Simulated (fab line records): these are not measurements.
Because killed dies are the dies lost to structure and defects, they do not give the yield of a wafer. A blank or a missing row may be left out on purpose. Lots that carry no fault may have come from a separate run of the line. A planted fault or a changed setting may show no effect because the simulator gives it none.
Split-lot experiment || flow n5_finfet || route with 1938 steps; 7 lots, 21 wafers read

## ABOUT THE SPLIT
At N5_PASSIVATION_PECVD_53 (deposits SiO2 from TEOS/O2, target thk 800 nm, time 169.4 s), the setting time_s was moved away from the recipe's 169.4 s on 9 of the 21 wafers read, by -9.7% to +5.5%. The other wafers ran this setting at the recipe's value.

Reading taken at the split's own step.

## THE READING
SiO2_of_PASSIVATION_PECVD_53.thk_nm (the simulator's own value, which no gauge read), in nm, at N5_PASSIVATION_PECVD_53 (deposits SiO2 from TEOS/O2, target thk 800 nm, time 169.4 s). The file gives no usual value for it. Across the 12 wafers here that went through the recipe, the average is 804.9 nm and the standard deviation 12 nm.

{"wafer": "L077.1", "tool, chamber at the split": "pecvd-03, 0", "time_s as run, s": 169.4, "against the recipe": "recipe", "SiO2_of_PASSIVATION_PECVD_53.thk_nm, nm": 803.2, "against lot-mates on the recipe": "-"}
{"wafer": "L077.2", "tool, chamber at the split": "pecvd-03, 2", "time_s as run, s": 169.4, "against the recipe": "recipe", "SiO2_of_PASSIVATION_PECVD_53.thk_nm, nm": 800.4, "against lot-mates on the recipe": "-"}
{"wafer": "L077.3", "tool, chamber at the split": "pecvd-03, 1", "time_s as run, s": 169.4, "against the recipe": "recipe", "SiO2_of_PASSIVATION_PECVD_53.thk_nm, nm": 799.8, "against lot-mates on the recipe": "-"}
{"wafer": "L081.1", "tool, chamber at the split": "pecvd-03, 0", "time_s as run, s": 177.3, "against the recipe": "+4.7%", "SiO2_of_PASSIVATION_PECVD_53.thk_nm, nm": 833.8, "against lot-mates on the recipe": "no lot-mate on the recipe"}
{"wafer": "L081.4", "tool, chamber at the split": "pecvd-03, 0", "time_s as run, s": 177.3, "against the recipe": "+4.7%", "SiO2_of_PASSIVATION_PECVD_53.thk_nm, nm": 848, "against lot-mates on the recipe": "no lot-mate on the recipe"}
{"wafer": "L081.5", "tool, chamber at the split": "pecvd-03, 1", "time_s as run, s": 177.3, "against the recipe": "+4.7%", "SiO2_of_PASSIVATION_PECVD_53.thk_nm, nm": 834.4, "against lot-mates on the recipe": "no lot-mate on the recipe"}
{"wafer": "L084.4", "tool, chamber at the split": "pecvd-03, 1", "time_s as run, s": 178.8, "against the recipe": "+5.5%", "SiO2_of_PASSIVATION_PECVD_53.thk_nm, nm": 859, "against lot-mates on the recipe": "+43.8"}
{"wafer": "L084.5", "tool, chamber at the split": "pecvd-03, 2", "time_s as run, s": 178.8, "against the recipe": "+5.5%", "SiO2_of_PASSIVATION_PECVD_53.thk_nm, nm": 854, "against lot-mates on the recipe": "+38.8"}
{"wafer": "L084.6", "tool, chamber at the split": "pecvd-03, 0", "time_s as run, s": 169.4, "against the recipe": "recipe", "SiO2_of_PASSIVATION_PECVD_53.thk_nm, nm": 815.2, "against lot-mates on the recipe": "-"}
{"wafer": "L086.1", "tool, chamber at the split": "pecvd-02, 2", "time_s as run, s": 169.4, "against the recipe": "recipe", "SiO2_of_PASSIVATION_PECVD_53.thk_nm, nm": 795.8, "against lot-mates on the recipe": "-"}
{"wafer": "L086.3", "tool, chamber at the split": "pecvd-02, 0", "time_s as run, s": 154.9, "against the recipe": "-8.6%", "SiO2_of_PASSIVATION_PECVD_53.thk_nm, nm": 723, "against lot-mates on the recipe": -72.8}
{"wafer": "L086.5", "tool, chamber at the split": "pecvd-02, 1", "time_s as run, s": 154.9, "against the recipe": "-8.6%", "SiO2_of_PASSIVATION_PECVD_53.thk_nm, nm": 748.6, "against lot-mates on the recipe": -47.2}
{"wafer": "L088.4", "tool, chamber at the split": "pecvd-02, 1", "time_s as run, s": 169.4, "against the recipe": "recipe", "SiO2_of_PASSIVATION_PECVD_53.thk_nm, nm": 816.4, "against lot-mates on the recipe": "-"}
{"wafer": "L088.5", "tool, chamber at the split": "pecvd-02, 2", "time_s as run, s": 153, "against the recipe": "-9.7%", "SiO2_of_PASSIVATION_PECVD_53.thk_nm, nm": 731.4, "against lot-mates on the recipe": -85.0}
{"wafer": "L088.6", "tool, chamber at the split": "pecvd-02, 0", "time_s as run, s": 153, "against the recipe": "-9.7%", "SiO2_of_PASSIVATION_PECVD_53.thk_nm, nm": 721.4, "against lot-mates on the recipe": -95.0}
{"wafer": "L091.1", "tool, chamber at the split": "pecvd-03, 0", "time_s as run, s": 169.4, "against the recipe": "recipe", "SiO2_of_PASSIVATION_PECVD_53.thk_nm, nm": 816.6, "against lot-mates on the recipe": "-"}
{"wafer": "L091.2", "tool, chamber at the split": "pecvd-03, 1", "time_s as run, s": 169.4, "against the recipe": "recipe", "SiO2_of_PASSIVATION_PECVD_53.thk_nm, nm": 808.2, "against lot-mates on the recipe": "-"}
{"wafer": "L091.5", "tool, chamber at the split": "pecvd-03, 1", "time_s as run, s": 169.4, "against the recipe": "recipe", "SiO2_of_PASSIVATION_PECVD_53.thk_nm, nm": 816.8, "against lot-mates on the recipe": "-"}
{"wafer": "L094.1", "tool, chamber at the split": "pecvd-02, 2", "time_s as run, s": 169.4, "against the recipe": "recipe", "SiO2_of_PASSIVATION_PECVD_53.thk_nm, nm": 777.8, "against lot-mates on the recipe": "-"}
{"wafer": "L094.3", "tool, chamber at the split": "pecvd-02, 1", "time_s as run, s": 169.4, "against the recipe": "recipe", "SiO2_of_PASSIVATION_PECVD_53.thk_nm, nm": 794.2, "against lot-mates on the recipe": "-"}
{"wafer": "L094.5", "tool, chamber at the split": "pecvd-02, 1", "time_s as run, s": 169.4, "against the recipe": "recipe", "SiO2_of_PASSIVATION_PECVD_53.thk_nm, nm": 814, "against lot-mates on the recipe": "-"}

FIT RESULTS
A straight line over all 21 wafers: SiO2_of_PASSIVATION_PECVD_53.thk_nm changes by +8.14 nm for each +1% of time_s; r = +0.96; the points scatter about the line by 11 nm.
The same after taking each lot's own level away (the mean of its wafers on the recipe; 18 wafers): +8.12 nm for each +1%; r = +0.97; scatter 9.9 nm.
Per that fit: largest time_s move, reading shift of 79 nm.
Measured against the standard deviation above, the lots' own levels, which go from 795.33 to 816.40 nm, span 1.8 times it.
The two slopes are in agreement: the lot-to-lot level therefore moves the slope only a little.
Check: for one of the wafers moved furthest among these (-9.7%), held out of the fit, the line's prediction against its lot-mates is -77.4 nm. Against them it came out at -85 nm.

## THE OTHER SPLITS THESE WAFERS WENT THROUGH
Note: prior to the reading, these wafers also went through further splits. Each is held against what the fit with the lots' levels taken away leaves over:
{"other split on the same wafers": "N5_BEOL_M10_COAT_63 spin_rpm", "wafers away from the commonest value": 6, "r with SiO2_of_PASSIVATION_PECVD_53.thk_nm (lot level and that fit taken away)": -0.72}
{"other split on the same wafers": "N5_BEOL_M12_COAT_65 spin_rpm", "wafers away from the commonest value": 9, "r with SiO2_of_PASSIVATION_PECVD_53.thk_nm (lot level and that fit taken away)": "+0.37"}
{"other split on the same wafers": "N5_BEOL_M13_EXPOSE_25 dose_mj", "wafers away from the commonest value": 8, "r with SiO2_of_PASSIVATION_PECVD_53.thk_nm (lot level and that fit taken away)": -0.42}
{"other split on the same wafers": "N5_BEOL_M14_EXPOSE_25 dose_mj", "wafers away from the commonest value": 4, "r with SiO2_of_PASSIVATION_PECVD_53.thk_nm (lot level and that fit taken away)": "+0.01"}
{"other split on the same wafers": "N5_BEOL_M14_DEVELOP_27 develop_time_s", "wafers away from the commonest value": 6, "r with SiO2_of_PASSIVATION_PECVD_53.thk_nm (lot level and that fit taken away)": "+0.17"}
{"other split on the same wafers": "N5_MIM_TOP_ETCH_PECVD_03 time_s", "wafers away from the commonest value": 7, "r with SiO2_of_PASSIVATION_PECVD_53.thk_nm (lot level and that fit taken away)": -0.25}
{"other split on the same wafers": "N5_PASSIVATION_ETCH_59 time_s", "wafers away from the commonest value": 10, "r with SiO2_of_PASSIVATION_PECVD_53.thk_nm (lot level and that fit taken away)": -0.35}

## THE FILE'S OWN FIT
SiO2_of_PASSIVATION_PECVD_53.thk_nm changes by +8.16 nm for each +1% of time_s, r = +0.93.
